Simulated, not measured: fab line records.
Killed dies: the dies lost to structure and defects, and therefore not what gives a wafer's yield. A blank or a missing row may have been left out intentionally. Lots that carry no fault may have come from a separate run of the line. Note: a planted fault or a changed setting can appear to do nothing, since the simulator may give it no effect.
Chamber matching / flow n5_finfet / 4 sister chambers for N5_HKMG_FIN_ETCH_35 on rie_diel-05
The step etches SOC in N2/H2, target depth 215.8 nm, time 243.4 s. 14 wafers are shown with their chamber, then 7 later ones without.

## WAFERS WITH THEIR CHAMBER
wafer=L074.1; chamber=0; throttle_valve_pct (%)=17.8; showerhead_plenum_p_Torr (Torr)=2.48; oes_product_au (a.u.)=1.00
wafer=L074.2; chamber=1; throttle_valve_pct (%)=17.2; showerhead_plenum_p_Torr (Torr)=2.64; oes_product_au (a.u.)=0.81
wafer=L074.3; chamber=2; throttle_valve_pct (%)=18.0; showerhead_plenum_p_Torr (Torr)=2.64; oes_product_au (a.u.)=0.69
wafer=L076.3; chamber=0; throttle_valve_pct (%)=17.8; showerhead_plenum_p_Torr (Torr)=2.47; oes_product_au (a.u.)=1.00
wafer=L076.4; chamber=3; throttle_valve_pct (%)=18.1; showerhead_plenum_p_Torr (Torr)=2.62; oes_product_au (a.u.)=0.88
wafer=L076.5; chamber=1; throttle_valve_pct (%)=17.2; showerhead_plenum_p_Torr (Torr)=2.64; oes_product_au (a.u.)=0.80
wafer=L081.2; chamber=1; throttle_valve_pct (%)=17.2; showerhead_plenum_p_Torr (Torr)=2.64; oes_product_au (a.u.)=0.78
wafer=L081.3; chamber=0; throttle_valve_pct (%)=17.9; showerhead_plenum_p_Torr (Torr)=2.47; oes_product_au (a.u.)=0.96
wafer=L081.5; chamber=0; throttle_valve_pct (%)=17.9; showerhead_plenum_p_Torr (Torr)=2.47; oes_product_au (a.u.)=0.95
wafer=L088.3; chamber=1; throttle_valve_pct (%)=17.2; showerhead_plenum_p_Torr (Torr)=2.63; oes_product_au (a.u.)=0.77
wafer=L088.4; chamber=1; throttle_valve_pct (%)=17.2; showerhead_plenum_p_Torr (Torr)=2.63; oes_product_au (a.u.)=0.78
wafer=L088.5; chamber=0; throttle_valve_pct (%)=17.9; showerhead_plenum_p_Torr (Torr)=2.46; oes_product_au (a.u.)=0.91
wafer=L092.1; chamber=3; throttle_valve_pct (%)=18.2; showerhead_plenum_p_Torr (Torr)=2.60; oes_product_au (a.u.)=0.83
wafer=L092.3; chamber=2; throttle_valve_pct (%)=18.0; showerhead_plenum_p_Torr (Torr)=2.63; oes_product_au (a.u.)=0.67

SIGNATURES (averages over the wafers above)
reading=throttle_valve_pct; chamber 0=17.860; chamber 1=17.200; chamber 2=18.000; chamber 3=18.150; scatter within a chamber=0.0412
reading=showerhead_plenum_p_Torr; chamber 0=2.4700; chamber 1=2.6360; chamber 2=2.6350; chamber 3=2.6100; scatter within a chamber=0.00755
reading=oes_product_au; chamber 0=0.9640; chamber 1=0.7880; chamber 2=0.6800; chamber 3=0.8550; scatter within a chamber=0.0287
Rule: a wafer's distance from a chamber is the root of the sum, over the readings, of the square of ((its reading less the chamber's mean) divided by the reading's scatter). If the next closest chamber is less than 2 further off than the closest, the wafer can't be placed; otherwise it belongs to the closest. The scatter: the root of (the sum of the squares of (reading less its chamber's mean) over the shown wafers, divided by (wafers less chambers)).

## WAFERS WHOSE CHAMBER IS MISSING
wafer=L092.4; throttle_valve_pct (%)=17.2; showerhead_plenum_p_Torr (Torr)=2.63; oes_product_au (a.u.)=0.77
wafer=L095.1; throttle_valve_pct (%)=17.9; showerhead_plenum_p_Torr (Torr)=2.46; oes_product_au (a.u.)=0.90
wafer=L095.4; throttle_valve_pct (%)=18.2; showerhead_plenum_p_Torr (Torr)=2.60; oes_product_au (a.u.)=0.83
wafer=L095.6; throttle_valve_pct (%)=17.9; showerhead_plenum_p_Torr (Torr)=2.46; oes_product_au (a.u.)=0.89
wafer=L097.2; throttle_valve_pct (%)=17.9; showerhead_plenum_p_Torr (Torr)=2.45; oes_product_au (a.u.)=0.88
wafer=L097.5; throttle_valve_pct (%)=17.6; showerhead_plenum_p_Torr (Torr)=2.62; oes_product_au (a.u.)=0.96
wafer=L097.6; throttle_valve_pct (%)=18.2; showerhead_plenum_p_Torr (Torr)=2.59; oes_product_au (a.u.)=0.81

## CHAMBER TAKEN BY EACH
wafer=L092.4; from the rows above=1; in truth=1
wafer=L095.1; from the rows above=0; in truth=0
wafer=L095.4; from the rows above=3; in truth=3
wafer=L095.6; from the rows above=0; in truth=0
wafer=L097.2; from the rows above=0; in truth=0
wafer=L097.5; from the rows above=1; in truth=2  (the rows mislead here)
wafer=L097.6; from the rows above=3; in truth=3
Correctly placed: 6 of 7. Number that these rows cannot place: 0. 1 placed wrongly.
